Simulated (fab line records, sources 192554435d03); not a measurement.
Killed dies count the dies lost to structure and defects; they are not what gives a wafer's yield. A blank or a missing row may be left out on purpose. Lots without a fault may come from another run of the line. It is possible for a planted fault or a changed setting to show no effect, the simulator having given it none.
fab line records -- flow n5Finfet
[record] lots = 5, wafers = 12, lastDay = 16
route steps=1938 shown BEOL_M4@1099 BEOL_M5@1112 PASSIVATION@1930
lots that met no fault: from a run of the same line without faults
startH: hours from the record's opening day to when the first of the lot's shown wafers began -- waitH: how many hours have passed since the lot's step before this one -- " the same as in the row above -- L1.1+2: a single row standing in for several wafers -- - value missing, or start not given -- * or withheld: withheld -- < > ~ a bound
route shown NAME@n: NAME is a module with steps in the file, n the number in the route of the first one -- usual: mean/standard deviation taken from wafers without a fault -- same: alike in all rows -- chamber/n: place in a boat -- sites: each site's reading -- _std_site: their standard deviation -- _edge_site: outer sites' mean less inner sites' -- radiusMm: for every site, how far away it sits from the centre of the wafer -- mask NAME#n: copy n -- behind: the last tool/chamber to shape the wafer -- hold: what put the lot on hold/how long, in hours/how the hold closed -- device: names the non-switching transistor (n, p or np) -- end of line: the tests these same wafers got at the end of their route -- where a step has no rows: the recipe by itself -- killed: at the first sort, the dies lost to defects and structure; wafer yield is something else -- map: a wafer's dies, marking killed ones x, the rest . and places with no die _
set.NAME: the setting the step ran with; set.NAME@STEP: the setting that earlier step ran with -- model.NAME: the simulator's own value behind a step, which no gauge read
lots at some steps of the route; a table a step, a row a wafer
services: from which hour (startH, from the record's first day; less than 0 if before it) a tool's chamber was out of use, for how many hours, and why
[[steps]]
[step N5_BEOL_M4_ANNEAL_95]
[recipe] tempC = 400, timeS = 240, ambient = vacuum
[step N5_BEOL_M4_SPUTTER_96]
[recipe] material = Cu, targetThkA = 45, tempC = -20, chamberPressurePa = 0.07, powerW = withheld, timeS = 8.29
[step N5_BEOL_M4_ECD_50]
[recipe] material = Cu, targetThkA = 3000
[step N5_BEOL_M4_ANNEAL_51]
[recipe] tempC = 225, timeS = 90, ambient = N2
[step N5_BEOL_M4_CMP_52]
[recipe] stopOn = SiOC, tOverpolishS = 6.8, downForcePsi = 1, platenRpm = 50, clearingPlatenDownForcePsi = 1.5, clearingPlatenRpm = 50, postCmpClean = cuAlkaline, targetThkNm = 40, clearingPlatenPadVelocityMS = 0.99484, padVelocityMS = 0.99484
[step N5_BEOL_M4_PRE_CLEAN_60]
[recipe] gas = NH3/H2, timeS = 15, tempC = *, rfPowerW = 300
[step N5_BEOL_M4_CO_CAP_55]
[recipe] material = Co, targetThkA = 20, tempC = 200, precursor = CCTBA/H2, pressureTorr = 30, timeS = 102.1
[step N5_BEOL_M4_PRE_CLEAN_56]
[recipe] gas = NH3, timeS = 15, tempC = withheld, rfPowerW = 300
[step N5_BEOL_M4_DEP_57]
[recipe] material = SiCN, targetThkA = 80, tempC = withheld, precursor = 3MS/NH3, pressureTorr = 3, rfW = 202, timeS = 14
[step N5_BEOL_M4_RC_MEAS_101]
[usual] DIBL_N = 35.9/1.3, DIBL_P = 35.9/1.5, IOFF_N = 0.152/0.023, IOFF_P = 0.204/0.027, ION_N = 673/9.2, ION_P = 462/6.7, SS_N = 71.4/0.48, SS_P = 73.2/0.55, VT_N = 250.3/2.6, VT_P = -250.6/3
lot.wafer,tool,chamber,startH,waitH,DIBL_N[mV/V],DIBL_P[mV/V],IOFF_N[nA/um],IOFF_P[nA/um],ION_N[uA/um],ION_P[uA/um],SS_N[mV/dec],SS_P[mV/dec],VT_N[mV],VT_P[mV]
L856.4,prober-02,0,181.34,0.5,34.9,35.1,0.116,0.169,656,455,70.1,72.4,253.4,-252.1
L856.5,prober-02,0,181.34,0.5,36.0,36.2,0.135,0.179,673,461,70.7,72.5,250.4,-250.8
L856.6,prober-02,0,181.34,0.5,35.3,35.1,0.119,0.165,660,456,70.4,72.5,255.4,-254.3
L864.3,prober-01,0,238.70,0.3,36.8,36.9,0.177,0.224,676,468,72.1,73.9,248.5,-247.6
L864.5,prober-01,0,238.70,0.3,35.4,35.3,0.148,0.201,682,468,71.0,73.1,249.0,-251.6
L866.3,prober-02,0,248.27,0.6,37.8,37.5,0.194,0.215,682,459,71.8,73.4,248.2,-251.7
L866.6,prober-02,0,248.27,0.6,38.6,38.7,0.214,0.243,680,460,71.8,73.5,245.5,-249.2
L867.3,prober-01,0,266.58,0.3,34.2,35.6,0.142,0.205,672,459,71.3,72.9,250.4,-249.3
L867.5,prober-01,0,266.58,0.3,33.9,35.4,0.142,0.196,677,463,71.2,72.7,251.2,-248.4
L872.2,prober-02,0,276.80,0.2,36.6,36.6,0.162,0.221,684,465,71.2,73.7,247.5,-249.8
L872.3,prober-02,0,276.80,0.2,38.8,39.8,0.213,0.275,675,467,72.0,73.3,245.3,-248.3
L872.6,prober-02,0,276.80,0.2,35.9,35.9,0.141,0.203,673,461,71.3,72.8,250.7,-249.1
[step N5_BEOL_M5_ILD_DEP_00]
[recipe] material = SiCOH_lowk, targetThkA = 1406.4, tempC = 300, precursor = DEMS/porogen, pressureTorr = 5, rfW = 500, timeS = 25.9
[step N5_BEOL_M5_CURE_79]
[recipe] tempC = 385, timeS = 240, ambient = He/Ar, material = SiCOH_lowk
[step N5_BEOL_M5_PECVD_70]
[recipe] material = SiO2, targetThkA = 160, tempC = 400, precursor = TEOS/O2, pressureTorr = 5.5, rfW = 450, teosFlowSccm = 53.8, gas = O2, flowSccm = 3000, timeS = 18
[step N5_BEOL_M5_HM_DEP_02]
[recipe] material = TiN, targetThkA = 200, tempC = 25, chamberPressurePa = 0.49996
[step N5_BEOL_M5_COAT_59]
[recipe] resist = SOC, tempC = 250, timeS = 60, spinRpm = 1500, resistThkNm = 60
[step N5_BEOL_M5_COAT_60]
[recipe] resist = SiARC, tempC = 220, timeS = 60, spinRpm = 1500, resistThkNm = 12
[step N5_BEOL_M5_COAT_71]
[recipe] resist = underlayer, tempC = 205, timeS = 60, spinRpm = 1500, resistThkNm = 5
[step N5_BEOL_M5_COAT_05]
[recipe] resist = CAR-EUV, spinRpm = 1500, resistThkNm = 30
[step N5_BEOL_M5_EBR_07]
[recipe] solvent = PGMEA, ebrWidthMm = 1.5
[step N5_BEOL_M5_SOFTBAKE_06]
[recipe] tempC = 110, timeS = 60, resist = CAR-EUV
[step N5_BEOL_M5_EXPOSE_08]
[recipe] maskId = M5, na = 0.33, sourceShape = annular, sigmaInner = 0.4, sigmaOuter = 0.8, polarization = unpolarized, targetCdNm = 28, doseMj = 35.75
[step N5_BEOL_M5_PEB_09]
[recipe] pebTempC = 100, pebTimeS = 60, resist = CAR-EUV
[step N5_BEOL_M5_DEVELOP_10]
[recipe] developTimeS = 30, developer = TMAH, resist = CAR-EUV, rinseLiquid = surfactantRinse, dry = airSpin, devTempC = 23
[step N5_BEOL_M5_DESCUM_16]
[recipe] chemistry = O2, timeS = 7, sourcePowerW = 50, biasPowerW = 20, pressureMtorr = 20, rfFrequencyHz = 2.712e+07, tempC = 40, resist = CAR-EUV, o2FlowSccm = 225
[step N5_BEOL_M5_ETCH_72]
[recipe] chemistry = N2/H2, target = underlayer, targetDepthA = 65, maskMaterial = CAR-EUV, timeS = 5.2, ionEnergyEv = 200, pressureMtorr = 30, sourceW = 840, biasW = 150, n2FlowSccm = 200, h2FlowSccm = 200, ends = cleared
[step N5_BEOL_M5_ETCH_61]
[recipe] chemistry = CF4, target = SiARC, targetDepthA = 156, maskMaterial = CAR-EUV, timeS = 26, ionEnergyEv = 80, pressureMtorr = 40, sourceW = 545, biasW = 36, Ar_flow_sccm = 100, cf4FlowSccm = 100, ends = cleared
[step N5_BEOL_M5_ETCH_62]
[recipe] chemistry = N2/H2, target = SOC, targetDepthA = 750, overetchA = 150, maskMaterial = SiARC, tempC = 40, timeS = 112.5, ionEnergyEv = 200, pressureMtorr = 30, sourceW = 840, biasW = 150, n2FlowSccm = 200, h2FlowSccm = 200
[step N5_BEOL_M5_STRIP_63]
[recipe] chemistry = N2/H2, tempC = 40, n2FlowSccm = 200, h2FlowSccm = 200, rfFrequencyHz = 6e+07
[step N5_BEOL_M5_STRIP_73]
[recipe] chemistry = N2/H2, tempC = 40, n2FlowSccm = 200, h2FlowSccm = 200, rfFrequencyHz = 6e+07
[step N5_BEOL_M5_STRIP_64]
[recipe] chemistry = CF4, resist = SiARC, powerW = 300, biasPowerW = 75, pressureMtorr = 50, cf4FlowSccm = 150, rfFrequencyHz = 6e+07
[step N5_BEOL_M5_HM_OPEN_17]
[recipe] chemistry = Cl2/BCl3, targetDepthA = 200, overetchA = 60, target = TiN, maskMaterial = SOC, ionEnergyEv = 150, pressureMtorr = 10, icpW = 1000, biasW = 126, Cl2_flow_sccm = 53.25, bcl3FlowSccm = 21.75, Ar_flow_sccm = 25
[step N5_BEOL_M5_STRIP_19]
[recipe] chemistry = O2, powerW = 400, tempC = 40, pressureMtorr = 30, rfFrequencyHz = 6e+07, biasPowerW = 0, overashFraction = 0.2, o2FlowSccm = 225
[step N5_BEOL_M5_COAT_65]
[recipe] resist = SOC, tempC = 250, timeS = 60, spinRpm = 1500, resistThkNm = 60
[step N5_BEOL_M5_COAT_66]
[recipe] resist = SiARC, tempC = 220, timeS = 60, spinRpm = 1500, resistThkNm = 12
[step N5_PASSIVATION_ETCH_54]
[recipe] chemistry = CHF3/O2, target = SiO2, targetDepthA = 8800, CHF3_flow_sccm = 50, O2_flow_sccm = 5, Ar_flow_sccm = 200, timeS = 440, maskMaterial = PR, pressureMtorr = 30, sourceW = 650, biasW = 170, ionEnergyEv = 200
[usual] O2_flow_sccm = 4.999/0.014, chamberPressureMTorr = 29.999/0.028, drypumpMotorCurrentA = 5.9/0.38, oesProductAu = 0.80/0.077, rfVppV = 526/3.2, showerheadPlenumPTorr = 2.44/0.11, throttleValvePct = 18.72/0.2
lot.wafer,tool,chamber,startH,waitH,O2_flow_sccm,chamberPressureMTorr,drypumpMotorCurrentA,oesProductAu,rfHoursCounterH,rfVppV,showerheadPlenumPTorr,throttleValvePct,model.etch.depthNm,model.PASSIVATION.featureDepthNm
L856.4,rieDiel-05,2,288.64,0.1,4.984,30.018,5.8,0.85,49,529,2.55,18.74,891.9,892
L856.5,rieDiel-05,3,288.64,0.1,4.986,30.005,6.3,0.91,-,521,2.46,18.62,873.7,873.6
L856.6,rieDiel-05,2,288.64,0.1,5.004,30.008,5.8,0.85,-,531,2.56,18.75,883.2,883.2
L864.3,rieDiel-05,1,343.11,0.1,4.989,30.037,5.4,0.69,192,524,2.21,19.03,734.6,734.6
L864.5,rieDiel-05,0,343.11,0.1,4.979,30.072,5.5,0.69,-,529,2.47,18.70,736.2,736.2
L866.3,rieDiel-05,0,358.67,0.1,4.974,29.993,5.5,0.69,223,529,2.47,18.68,733.2,733.2
L866.6,rieDiel-05,1,358.67,0.1,5.009,29.962,5.4,0.71,-,524,2.21,19.04,873.3,873.4
L867.3,rieDiel-05,0,371.59,0.1,4.998,30.015,5.5,0.69,228,528,2.47,18.70,732.3,732.2
L867.5,rieDiel-05,2,371.59,0.1,5.023,30.025,5.8,0.79,-,529,2.54,18.79,743.2,743.2
L872.2,rieDiel-04,0,392.55,0.1,4.999,29.947,6.4,0.79,122,521,2.52,18.67,877.5,877.6
L872.3,rieDiel-04,3,392.55,0.1,4.992,29.970,6.1,0.92,17,527,2.36,18.41,891.4,891.4
L872.6,rieDiel-04,1,392.55,0.1,5.019,29.997,6.1,0.91,-,525,2.55,18.39,883.8,883.8
[step N5_PASSIVATION_PROBE_49]
[usual] defectLimitedYield = 91.0/1.5, killed_at_M0_to_M3 = 37/12, killed_at_M4_up = 13/5, killedAtContacts = 13/6.1, killedAtFrontEnd = 39/11, killedAtOther = 4/3.2, killedDies = 106/17, killedOnRim = 13/4.2, killedOpen = 69/12, killedShort = 35/7.9, sort_bin_5_function = 5.3/1, sort_bin_6_memory = 3.3/0.68, sortNPass = 1074/17, sortYieldPct = 91.0/1.5
[same] grossDies = 1180, killedAtBackSide = 0, sort_bin_4_leakage[%] = 0, sort_bin_8_speed[%] = 0
lot.wafer,tool,chamber,startH,waitH,defectLimitedYield[%],killed_at_M0_to_M3,killed_at_M4_up,killedAtContacts,killedAtFrontEnd,killedAtOther,killedDies,killedOnRim,killedOpen,killedShort,sort_bin_5_function[%],sort_bin_6_memory[%],sortNPass,sortYieldPct[%]
L864.3,prober-02,-,346.28,0.4,23.2,53,13,6,30,804,906,80,60,41,72.7,3.6,274,23.2
L864.5,prober-02,-,346.38,0.5,30.3,39,15,12,34,722,822,150,60,37,66.1,3.1,358,30.3
L866.3,prober-01,-,361.55,0.1,18.6,22,7,12,42,878,961,152,50,34,78.6,2.6,219,18.6
L867.3,prober-01,-,374.51,0.1,18.4,40,7,13,49,854,963,152,74,37,78.7,2.8,217,18.4
L867.5,prober-01,-,374.61,0.2,42.8,46,8,7,23,591,675,51,56,28,53.6,3.2,505,42.8
L872.2,prober-01,-,395.47,0.1,90.3,34,17,7,56,0,114,12,73,39,6.0,3.3,1066,90.3
L872.3,prober-01,-,395.52,0.1,90.2,23,12,14,62,5,116,20,76,33,5.5,3.6,1064,90.2
L872.6,prober-01,-,395.67,0.3,91.2,33,11,28,28,4,104,14,70,31,4.7,3.7,1076,91.2
// killed by level:class
L864.3 PASSIVATION:areaEtch=803 BEOL_M0_SAQP:geometricParticle:short=16 BEOL_M2:geometricParticle:open=12 BEOL_M0_SAQP:geometricParticle:open=11 GATE_CUT:geometricParticle:short=8 BEOL_M1:geometricParticle:open=6 FIN_SAQP:geometricParticle:short=5 FIN_SAQP:geometricParticle:open=4
L864.5 PASSIVATION:areaEtch=722 BEOL_M0_SAQP:geometricParticle:open=14 BEOL_M0_SAQP:geometricParticle:short=13 FIN_SAQP:geometricParticle:short=10 MOL_CONTACT_COAG:geometricParticle:open=9 FIN_SAQP:geometricParticle:open=7 BEOL_M5:geometricParticle:open=6 BEOL_M7:geometricParticle:open=5
L866.3 PASSIVATION:areaEtch=877 MOL_CONTACT_COAG:geometricParticle:open=10 FIN_SAQP:geometricParticle:open=9 FIN_SAQP:geometricParticle:short=9 BEOL_M0_SAQP:geometricParticle:short=5 BEOL_M3:geometricParticle:open=5 BEOL_M3:geometricParticle:short=4 STI_FIN_REVEAL:geometricParticle:open=3
L867.3 PASSIVATION:areaEtch=852 FIN_SAQP:geometricParticle:open=13 MOL_CONTACT_COAG:geometricParticle:open=12 BEOL_M0_SAQP:geometricParticle:open=12 FIN_SAQP:geometricParticle:short=9 DUMMY_GATE:geometricParticle:open=8 BEOL_M0_SAQP:geometricParticle:short=8 BEOL_M2:geometricParticle:open=8
L867.5 PASSIVATION:areaEtch=589 FIN_SAQP:geometricParticle:open=8 BEOL_M0_SAQP:geometricParticle:open=8 BEOL_M2:geometricParticle:open=8 BEOL_M3:geometricParticle:open=7 BEOL_M1:geometricParticle:open=6 FIN_SAQP:geometricParticle:short=5 MOL_CONTACT_COAG:geometricParticle:open=5
L872.2 FIN_SAQP:geometricParticle:open=16 FIN_SAQP:geometricParticle:short=15 BEOL_M0_SAQP:geometricParticle:open=9 STI_FIN_REVEAL:geometricParticle:open=8 BEOL_M0_SAQP:geometricParticle:short=8 BEOL_M2:geometricParticle:open=8 MOL_CONTACT_COAG:geometricParticle:open=7 STARTING-WAFER:geometricParticle:short=6
L872.3 STI_FIN_REVEAL:geometricParticle:open=21 FIN_SAQP:geometricParticle:open=9 MOL_CONTACT_COAG:geometricParticle:open=9 BEOL_M2:geometricParticle:open=7 FIN_SAQP:geometricParticle:short=5 BEOL_M5:geometricParticle:open=5 MOL_CONTACT_COAG:geometricParticle:short=5 HKMG_FIN:areaEtch=5
L872.6 MOL_CONTACT_COAG:geometricParticle:open=16 BEOL_M2:geometricParticle:open=12 MOL_CONTACT_COAG:geometricParticle:short=10 FIN_SAQP:geometricParticle:open=7 STI_FIN_REVEAL:geometricParticle:open=5 DUMMY_GATE:geometricParticle:open=5 FIN_SAQP:geometricParticle:short=4 BEOL_M0_SAQP:geometricParticle:open=4
// map L864.3 (x killed, . not)
_________________.x....x.....________________
______________x.x..........x...._____________
___________....x...x..x.........x.x__________
__________.x.....xx....x.x.....xxxx._________
________..x.....x...x.......x.....x..._______
_______..x......xxxx.xxxx...xx...x....x______
______xx.x...x.x.xxxx.xxxxxxx.xxxx......_____
_____xx...xxxxxxxxx..xxxxxxxxxxx.........____
____xxxxxxxxxxxxxxxx.x.xxxxxxx..xx.....x..___
___xxxxxxxxxxxxxxxxxx.x.xxxxxxxxxx..x..xxx.__
___.xxxxxxxxxxxxxxxx.xxxxxxxxxxxxxxx.......__
__.xxxxxxxxxxxxxxx.xxxxxxxxxxxxxxxxx.x.xx..._
__xxxxxx.xxxxxxxxxxxxxxxxxxxxxxxx.x...x.xx.x_
_xxxxxx.xxxxxxxxxxxxxxxxxxxxxxxx.x........xx.
_xxxxxxxxx.xxxxxxxxxxxxxxxxxxxxx......x...xxx
_xxxxxxxxxxxxxxxxxxxxxxxxxxxxxxxxxxxx.....xx.
_xxxxxxxxxxxxxxxxxxxxxxxxxx.xxxxxxxxxxxxxxx.x
_xxxxxxxxxxxxxxxxxxxxxxxxx..xxxxxxxx.xx.xx.xx
_xxxxxxxxxxxxxxxxxxxxxxxxxxxxxxxxxxxxxxxxx.x.
_xxxxxxxxxxxxxxxxxx.xxxxxxxxxxxxxxxxxxxx.....
_xxxxxxxxxxxxxxxxxxxxxxxxxxxxx.xxxx.xxx...x..
__xxxxxxxxxxx.xxxxxxxxxxxxxxxxxxxxxxxxxxx.x._
__xxxxxx.x.xxxxxxxxxxxxxxxxxxxxxxxxxxxxxx..._
___x.xxxxxxxxxxxxxxxxxxxxxxxxxxxxxxxxx.x...__
___x.xxxxxxxxxxxxxxxxxxxxxxxxxxxxxxxx.xx..x__
____..xx.xxxxxxxxxxxxxxxxxxxxx.xxxxxxxx...___
_____xxxxxxxxxxxxxxxxxxxxxxxxxxxxxxxx..x.____
______xxxxxxxxxxxxxxxxxxxxxxxxxx.x......_____
_______xxxxxxxxxxxxxxxxxxxxx..xxx.x....______
________xxxxxxxxxxxxxxxxxxxxx.xxxx...x_______
__________xxxxxxxxxxxxxxxxxxxxxxx.xx_________
___________x.x.xxxxxxxxxxxxxxxxxxxx__________
______________x.xxxxxxxxxxxx.x.x_____________
_________________xxxxxxxxxxxx________________
// map L866.3 (x killed, . not)
_________________xxxxxxxxxxxx________________
______________xxxxxxxxxxxxxxxxxx_____________
___________xxxxxxxxxxxxxxxxxxxxxxxx__________
__________xxxxxxxxxxxxxxxxxxxxxxxxxx_________
________xxxxxxxxxxxxxxxxxxxxxx.xxxxxxx_______
_______xxxxxxx.xxxxxxxxxxxx.x.xxxxxxxxx______
______xxxxxxxxxxxxxxxxxxxxxx.xx.xxxxxxxx_____
_____xxxxxxxxx.xxxxx.xx.x.x.xx.xxxxxxxxxx____
____xxxxxxxxxxxxxxxxx.xxxxxxx.xxxxxxxxxxxx___
___xxxxxxxxxxxxxxxxxxx..x.x.x.xxxxxxxxxxxxx__
___xxxx.x.xxxxxxxx..xx..xxxxxxxx.xx.xxxxxxx__
__xxxxxxxxx..xxxxxxx.x.x..xxxxxxxxxxxxxxxxxx_
__xx..xxxx..xx.xx.x.x.xxxx.xxxxxxxxxxxxxxxxx_
_xxxxxx..xx....xxxxxx.xxxxxxxxxxxxxxxxxxxxxxx
_xxxxx..x.....x..xxxx..xx.xxxxxxxxxxxxxxxxxxx
_xx........xx.xx.xxxxxxxx.x.xx.xxxxxxxxxxxxxx
_xxxx........xxx...xxxxx.xxxxxx.xxxxxxxxxxxxx
_xxxxxxxx......x..xx.xx..x.xxxx.xxxxxxxxxxxxx
_x.xxxx.xx......x..xx.x.x...xxxxxxxxxxxxxxxxx
_xxxx.xxx..xx.....x....xxx.x.xxxxxxx.xxxxxxxx
_xxxxxxxxxx.xxx...x....x..x.xxxxxx.xxxxxxx.xx
__xxxx.x.xxxxx...x.x..xxx...x.xx..x.xxxxxxxx_
__xxxxxxxxxxxx.x.xx.x.xx..x...xx..xxxxxxxxxx_
___xxxxxxxxxxx.xx..x..xxxx..xx..xxx.xxxxx.x__
___xxxxxxxxxx...xxx....x...x.x...xxxxxxx.xx__
____xxxx.x.xxxxxxx...xxxx.x.x.x.xxxxxxxxxx___
_____xxxxxxxxx.xxxxxx.x...x...xxxxxxxxxxx____
______xxxxxxxxxxxxxxxx.x.xxx.x.xxxxxxxxx_____
_______xxxxxxxxxxxxxxxxx.x.xxx.xxxxxxxx______
________xxxxxxxxxxxxxxxxxxxxxxxxxxxxxx_______
__________xxxxxxxxxxxxxxxxxxxxxxxxxx_________
___________xxxxxxxxxxxxxxxxxxxxxxxx__________
______________xxxxxxxxxxxxxxxxxx_____________
_________________xxxxxxxxxxxx________________
[[services]]
tool,chamber,startH,hours,kind
rieDiel-05,0,267.67,7.6,repair
rieDiel-04,1,277.22,-,clean
rieDiel-04,1,277.22,-,consumableReplace:focusRing
rieDiel-04,1,277.22,-,consumableReplace:showerhead
rieDiel-04,1,277.22,13.6,scheduledDown
rieDiel-04,1,277.22,13.6,ventCycle
rieDiel-04,3,323.22,-,clean
rieDiel-04,3,323.22,-,consumableReplace:focusRing
rieDiel-04,3,323.22,13.6,scheduledDown
rieDiel-04,3,323.22,13.6,ventCycle
rieDiel-05,3,337.33,15.2,repair
[[key]]
[firstSign] step = N5_PASSIVATION_PROBE_49, reading = killedAtOther, direction = up, sigmas = 99+, usual = 4, struck = 770
[effect] step = N5_PASSIVATION_PROBE_49, reading = sort_bin_5_function, direction = up, sigmas = 65, usual = 5.3, struck = 69.9
[modelEffect] step = N5_PASSIVATION_ETCH_54, value = etch.depthNm, without = 872.8, struck = 735.9
[moreKillsBornAt] N5_PASSIVATION_ETCH_54@rieDiel-05 = 3843
metAt N5_PASSIVATION_ETCH_54
struckWafers L864.3,L864.5,L866.3,L867.3,L867.5
laterRowsLeftOut L864.3,L864.5,L866.3,L867.3,L867.5
onsetBetween 288.64 343.11
[fault] kind = processParameterDrift, tool = rieDiel-05, chamber = -, onsetH = 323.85, steps = N5_PASSIVATION_ETCH_54, channel = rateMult, offset = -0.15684, shape = step, endH = 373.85, scope = struckWafersOnly
// laterRowsLeftOut: the simulator's readings of these wafers behind a module that went badly wrong aren't trusted and aren't shown, but for the sort
